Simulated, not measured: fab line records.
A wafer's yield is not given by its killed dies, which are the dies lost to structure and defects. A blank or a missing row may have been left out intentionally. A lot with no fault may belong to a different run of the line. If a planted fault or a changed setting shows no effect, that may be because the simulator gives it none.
A struck lot beside a sound one | flow nand harc | 15 steps out of a route of 1302
Sound: the wafers L484.3, L484.4, L484.5. Wafers struck: L497.1, L497.3, L497.5. The cause is named last.
Per side, at each step with rows, come the tool, then ch with its chambers, and then its first start. Under that, the readings that differ: sound wafers | struck wafers | difference of the means | sigmas: that difference in standard deviations of wafers without a fault.
alike: readings with means less than 2 such deviations apart, plus words and numbers identical on both sides. not compared: withheld readings, readings lacking a value on some wafer, bounds such as >300 that could conceal the same value, and numbers that have no deviation in the record and whose values overlap.
The two part at a step that has a row with sigmas, a row that says differs or no value, or rows on one side only. Numbers that don't overlap but have no deviation are shown without sigmas and don't part them. A reading missing from all wafers of one side parts the sides only when that side holds two or more wafers.

first, 3 steps without rows for these wafers: NHARC_A_CHANNEL_HOLE_D1_STRIP_41 (strips in N2/H2); NHARC_A_CHANNEL_HOLE_D1_STRIP_42 (strips in CF4/CHF3); NHARC_A_CHANNEL_HOLE_D1_STRIP_43 (strips in O2/COS).
NHARC_A_CHANNEL_HOLE_D1_ETCH_44: etches the open film in CF4/O2, target depth 140 nm, overetch 14 nm, time 77 s.
  sound on rie diel-03 ch 0,1,2, day 10 23:57; struck on rie diel-03 ch 0,1, day 16 12:34
  alike: drypump motor current A, oes_o_777_au, oes product au, rf vpp V, showerhead plenum p Torr, throttle valve pct
  not compared: rf hours counter h
NHARC_A_CHANNEL_HOLE_D1_STRIP_27: strips in O2.
  sound on rie diel-03 ch 0,2; struck on rie diel-03 ch 0,2,3
  alike: drypump motor current A, oes product au, rf vpp V, showerhead plenum p Torr, throttle valve pct
  not compared: rf hours counter h
then, 2 steps without rows for these wafers: NHARC_A_CHANNEL_HOLE_D1_PRECLEAN_28 (cleans in SC1); NHARC_A_CHANNEL_HOLE_D1_SRD_29.
NHARC_A_CHANNEL_HOLE_D1_CD_MEAS_30:
  struck on cd sem-03, day 16 13:23; sound on cd sem-01, day 11 00:53
  alike: cd nm
NHARC_A_CHANNEL_HOLE_D1_XSEM_31:
  sound on xsem-02 ch 0, day 11 00:59; struck on xsem-02 ch 0, day 16 13:28
  reading     | sound          | struck         | difference | sigmas
  bow nm (nm) | 8.79 8.81 8.81 | 7.99 8.00 8.00 | -0.81      | -3
  alike: bot cd nm, tilt deg
NHARC_A_CHANNEL_HOLE_D1_INSPECT_40:
  struck on defect inspect-02, day 16 13:34; sound on defect inspect-02, day 11 01:05
  alike: raw defect count
then, 2 steps without rows for these wafers: NHARC_A_CHANNEL_FILL_D1_PRECLEAN_00 (cleans in SC1); NHARC_A_CHANNEL_FILL_D1_SRD_01.
NHARC_A_CHANNEL_FILL_D1_ALD_02: deposits SiO2, target thk 6 nm, pulse time 10 s, ald cycles 60.
  sound on ald hk-01 ch 0,3, day 11 01:19; struck on ald hk-01 ch 0,2,3, day 16 14:21
  no value came back on the struck wafers for ald cycles, heater power outer w (W), heater power w (W), precursor pulse height rel; on the sound wafers ald cycles reads 60 60 60
NHARC_A_CHANNEL_FILL_D1_ALD_03: deposits SiNx, target thk 6 nm, pulse time 60 s, ald cycles 58.
  sound on ald sin batch-02 ch 0; struck on ald sin batch-03 ch 0
  alike: chamber pressure Torr, precursor pulse height rel
-- jump in the record: it breaks off in module A_CHANNEL_FILL_D1 and resumes in module END (first step shown: number 1302 of the route), and 16 days separate the struck wafers' starts before and after --
NHARC_END_SORT_01:
  at this point the record logs the struck wafers (prober-01 ch 0, day 32 17:19) and has no rows for the sound ones

## WHERE THEY PART
First at NHARC_A_CHANNEL_HOLE_D1_XSEM_31; last, within this record, at NHARC_END_SORT_01.

WHY: whatever the simulator had introduced
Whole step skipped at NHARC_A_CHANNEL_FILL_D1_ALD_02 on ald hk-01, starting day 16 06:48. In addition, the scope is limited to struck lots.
